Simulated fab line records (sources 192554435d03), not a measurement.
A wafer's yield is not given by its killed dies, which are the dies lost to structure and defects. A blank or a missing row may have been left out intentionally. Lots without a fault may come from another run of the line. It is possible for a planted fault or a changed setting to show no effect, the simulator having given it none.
Matching of chambers / flow n5Finfet / rieDiel-04 running N5_ZERO_LAYER_ETCH_17: 4 sister chambers
The step etches SiO2 in CF4, target depth 12 nm, time 13.3 s. 4 wafers are shown with their chamber, then 8 later ones without.

WAFERS WITH THEIR CHAMBER
wafer=L112.5; chamber=0; showerheadPlenumPTorr (Torr)=2.06
wafer=L113.4; chamber=3; showerheadPlenumPTorr (Torr)=2.01
wafer=L114.1; chamber=2; showerheadPlenumPTorr (Torr)=2.21
wafer=L114.4; chamber=1; showerheadPlenumPTorr (Torr)=2.24

WAFERS WITHOUT THEIR CHAMBER
wafer=L123.3; showerheadPlenumPTorr (Torr)=2.21
wafer=L123.4; showerheadPlenumPTorr (Torr)=2.06
wafer=L124.2; showerheadPlenumPTorr (Torr)=2.20
wafer=L124.4; showerheadPlenumPTorr (Torr)=2.20
wafer=L124.6; showerheadPlenumPTorr (Torr)=2.06
wafer=L127.1; showerheadPlenumPTorr (Torr)=2.00
wafer=L127.4; showerheadPlenumPTorr (Torr)=2.20
wafer=L127.6; showerheadPlenumPTorr (Torr)=2.23

WHICH CHAMBER EACH ONE RAN IN
wafer=L123.3; from the rows above=2; in truth=2
wafer=L123.4; from the rows above=0; in truth=0
wafer=L124.2; from the rows above=2; in truth=2
wafer=L124.4; from the rows above=2; in truth=2
wafer=L124.6; from the rows above=0; in truth=0
wafer=L127.1; from the rows above=3; in truth=3
wafer=L127.4; from the rows above=2; in truth=2
wafer=L127.6; from the rows above=can't be placed: 1 or 2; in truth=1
Placed correctly: 7 of 8. Unplaceable from these rows: 1, with the true chamber sitting among the candidates in 1. Wrongly placed: 0.
How it was worked out, from the rows above alone: a wafer's distance from a chamber is the root of the sum, over the readings, of the square of ((its reading less the chamber's mean) divided by the reading's scatter). If the next closest chamber is less than 2 further off than the closest, the wafer can't be placed; otherwise it belongs to the closest. For every chamber, the mean is computed from those of its wafers that are shown. The scatter: with one shown wafer a chamber, the root of the mean of the squares of how far each hidden wafer lies from its nearest shown one.
